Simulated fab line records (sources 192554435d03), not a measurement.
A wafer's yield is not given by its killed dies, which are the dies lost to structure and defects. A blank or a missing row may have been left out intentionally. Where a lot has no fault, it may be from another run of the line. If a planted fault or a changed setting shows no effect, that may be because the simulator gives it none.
Problem report in the 8D (eight disciplines) form, filled by code | flow n5-finfet | the parts of the form that need people (team, actions taken, sign-off) are left out

1. THE ISSUE
At N5_BEOL_M3_ILD_DEP_00, susceptor-temp-C averages 343.56 C over 6 wafers from 2 lots, while fault-free wafers read 349.98 C, standard deviation 0.2. Relative to the usual mean, that is a shift of -32 standard deviations.
The step: deposits SiOC from DEMS/O2, target thk 79 nm, time 15.3 s.
The first sign was on wafer L397.3 at day 10 05:50, on pecvd-03. At this step, 12 wafers from 4 lots have a number in the record. The rule behind "out" and "out of limits": a value lying over 4 standard deviations away from the usual mean. Any other wafer with a number is counted as sound.

2. WHAT IT IS; WHAT IT IS NOT
question                    | is                     | is not
which readings at this step | susceptor-temp-C       | showerhead-plenum-p-Torr, throttle-valve-pct
which lots                  | L397, L398             | L405, L408
which wafers of those lots  | all that have a number | -
read on which tools         | pecvd-03               | pecvd-01
when                        | from day 10 05:50      | up to then (0 sound wafers); but 6 sound wafers of L405, L408 came after

3. WHAT RULES OUT EACH SUSPECT
Counting: a tool at a process step up to the reading stays a suspect if it ran every lot that is out and no sound lot after the first of them.
- pecvd-03 at N5_BEOL_M3_ILD_DEP_00 (deposits SiOC from DEMS/O2, target thk 79 nm, time 15.3 s): ruled out as a lasting fault. The sound lots L408 went through it after L397, its earliest lot that is out (day 10 05:50).
Left after counting: nothing in the record.

4. THE CAUSE (what the simulator had put in)
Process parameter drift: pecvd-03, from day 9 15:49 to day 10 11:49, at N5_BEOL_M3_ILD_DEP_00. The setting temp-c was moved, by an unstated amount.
Counting ruled it out, wrongly.

5. THE EFFECT CHAIN, in route order
Each row: a reading where the mean over the struck wafers with a number is more than 3 standard deviations away from the usual. Readings are gone through only where the record gives a usual standard deviation; hours: the median, over the lots, of the time from a lot's start at the first step in this table giving one to that lot's start at this step; sigmas: the change measured in usual standard deviations.
hours | step                  | reading          | usual    | on struck wafers | change | sigmas
0     | N5_BEOL_M3_ILD_DEP_00 | susceptor-temp-C | 349.98 C | 343.56           | -6.43  | -32
Here are the process steps it includes:
- N5_BEOL_M3_ILD_DEP_00: deposits SiOC from DEMS/O2, target thk 79 nm, time 15.3 s.
At these later measuring or inspecting steps, every struck wafer for which the step has a row has a number for every such reading, and none has moved that far: N5_BEOL_M4_RC_MEAS_101.

6. WHAT WOULD HAVE CAUGHT IT SOONER
In this record the first reading out of limits was taken at day 10 05:50, 14 hours after the fault began at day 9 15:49.
